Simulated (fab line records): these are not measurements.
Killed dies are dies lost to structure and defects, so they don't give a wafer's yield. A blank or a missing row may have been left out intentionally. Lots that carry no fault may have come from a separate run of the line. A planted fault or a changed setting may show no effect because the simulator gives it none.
8D (eight disciplines) problem report, filled in by code	flow n5-finfet	the parts of the form that need people (team, actions taken, sign-off) are left out

## 1. WHAT IS WRONG
At N5_BEOL_M8_CMP_52, time-to-endpoint-s averages 115.0 s over 3 wafers from 3 lots, while fault-free wafers read 61.3 s, standard deviation 2.5. That puts it +21 standard deviations away from the usual mean.
The step: polishes, stops on SiCOH lowk, t overpolish 6.9 s, target thk 80 nm.
The first sign was on wafer L929.1 at day 11 20:23, on cmp-04. Wafers with a number at this step in the record: 34, from 12 lots. Rule for "out", or "out of limits": more than 4 standard deviations from the usual mean. All remaining wafers that have a number are taken as sound.

## 2. WHAT IT IS AND WHAT IT IS NOT
question	is	is not
which readings at this step	time-to-endpoint-s	motor-current-A
which lots	L929, L931, L932	L920, L921, L923, L935, L936, L940, L941, L942, L943
which wafers of those lots	L929.1, L931.1, L932.1	L929.5, L929.6, L931.5, L932.5
read on which tools	cmp-04	cmp-02, cmp-03
when	from day 11 20:23	up to then (11 sound wafers); but 20 sound wafers of L931, L932, L935, L936, L940, L941, L942, L943 came after

## 3. WHAT RULES OUT EACH SUSPECT
Counting: any tool at a process step up to the reading remains a suspect provided it ran every lot that is out. Sound lots after the first of them don't rule it out here, since some wafers of a struck lot are sound.
- ecd-cu-02 at N5_BEOL_M8_ECD_50 (material Cu, target thk 300 nm): kept. Ran every lot that is out, first one L929 (day 11 19:59); last sound lot up to then L921 (day 9 17:07).
- cmp-04 at N5_BEOL_M8_CMP_52 (polishes, stops on SiCOH lowk, t overpolish 6.9 s, target thk 80 nm): kept. Ran every lot that is out, first one L929 (day 11 20:23); last sound lot up to then L923 (day 9 20:08). On those wafers its own readings are out: time-to-endpoint-s.
Remaining after the count are ecd-cu-02 at N5_BEOL_M8_ECD_50 and cmp-04 at N5_BEOL_M8_CMP_52.

## 4. THE CAUSE (what the simulator had put in)
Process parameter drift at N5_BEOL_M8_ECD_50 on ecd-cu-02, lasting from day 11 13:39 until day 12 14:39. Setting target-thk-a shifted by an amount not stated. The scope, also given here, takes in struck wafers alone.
Counting leaves 2 suspects; this tool is one of them.

## 5. THE EFFECT CHAIN, in route order
Each row: a reading whose mean over the struck wafers that have a number lies more than 3 standard deviations from the usual. Only readings whose record carries a usual standard deviation are examined. hours: median over the lots of the time between each lot's start at the first step of this table that gives one and its start at this step. sigmas: the change, counted in usual standard deviations.
hours	step	reading	usual	on struck wafers	change	sigmas
0	N5_BEOL_M8_CMP_52	time-to-endpoint-s	61.3 s	115.0	+53.7	+21
The process steps in it:
- N5_BEOL_M8_CMP_52: polishes, stops on SiCOH lowk, t overpolish 6.9 s, target thk 80 nm.
Later steps that measure or inspect, where all struck wafers having a row at the step show a number for every such reading and not one has moved that far: N5_BEOL_M8_RS_MEAS_57.

## 6. HOW IT WOULD HAVE BEEN CAUGHT EARLIER
First out-of-limits reading in this record: day 11 20:23, which is 7 hours after fault onset at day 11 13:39.
Among the 3 lots that are out, L931, L932 began N5_BEOL_M8_ECD_50 on ecd-cu-02 after day 11 20:23. A hold on the tool at that time would have spared those 2.
